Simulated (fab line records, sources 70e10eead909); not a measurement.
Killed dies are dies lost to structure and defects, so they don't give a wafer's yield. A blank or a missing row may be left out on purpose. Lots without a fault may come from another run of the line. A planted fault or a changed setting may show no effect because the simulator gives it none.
Which tool did it? | flow nand_harc | 7 lots, 20 wafers sampled, at 2 steps of a route of 1159

WHAT THE GAUGES READ, wafer by wafer
NHARC_A_SLIT_INSPECT_11.
lot  | measured     | on                | raw_defect_count
L483 | day 14 09:50 | defect_inspect-01 | 22 18 25
L484 | day 15 07:31 | defect_inspect-02 | 23 38 28
L486 | day 16 12:26 | defect_inspect-01 | 20 30 29
L488 | day 16 13:38 | defect_inspect-02 | 12 21 22
L499 | day 18 12:05 | defect_inspect-02 | 20 14
L500 | day 19 15:32 | defect_inspect-02 | 15 9 18
L502 | day 19 22:39 | defect_inspect-02 | 19 22 23

WHICH TOOL RAN EACH LOT (tool, then ch and the chambers of the sampled wafers, then the start)
lot  | NHARC_A_SLIT_DEP_23
L483 | pecvd-01 ch 0,2, day 14 09:02
L484 | pecvd-01 ch 0,1, day 15 06:43
L486 | pecvd-01 ch 0,1,2, day 16 11:37
L488 | pecvd-01 ch 0,2, day 16 12:51
L499 | pecvd-02 ch 2, day 18 11:27
L500 | pecvd-03 ch 0,1,2, day 19 14:53
L502 | pecvd-03 ch 0,1, day 19 21:51
- NHARC_A_SLIT_DEP_23: deposits SiON, target thk 100 nm.

THE ANSWER, worked out from the rows above alone
Rule: what is usual is taken from the lots themselves. Put in order of their means at a reading, lots are off if they are a third of the lots or fewer, leave a main group of 4 or more, and stand apart from it by a gap of 3 or more times the standard deviation of the main group's means; of several such gaps the widest counts. A main group whose means are all the same, to the digits that the tables above print for the reading, isn't used. A lot without any number at a reading at which 4 lots or more have one is off too. The other lots that the step has rows for count as sound.
No lot is off at any reading shown: from this, nothing can be told.

WHAT THE SIMULATOR HAD PUT IN
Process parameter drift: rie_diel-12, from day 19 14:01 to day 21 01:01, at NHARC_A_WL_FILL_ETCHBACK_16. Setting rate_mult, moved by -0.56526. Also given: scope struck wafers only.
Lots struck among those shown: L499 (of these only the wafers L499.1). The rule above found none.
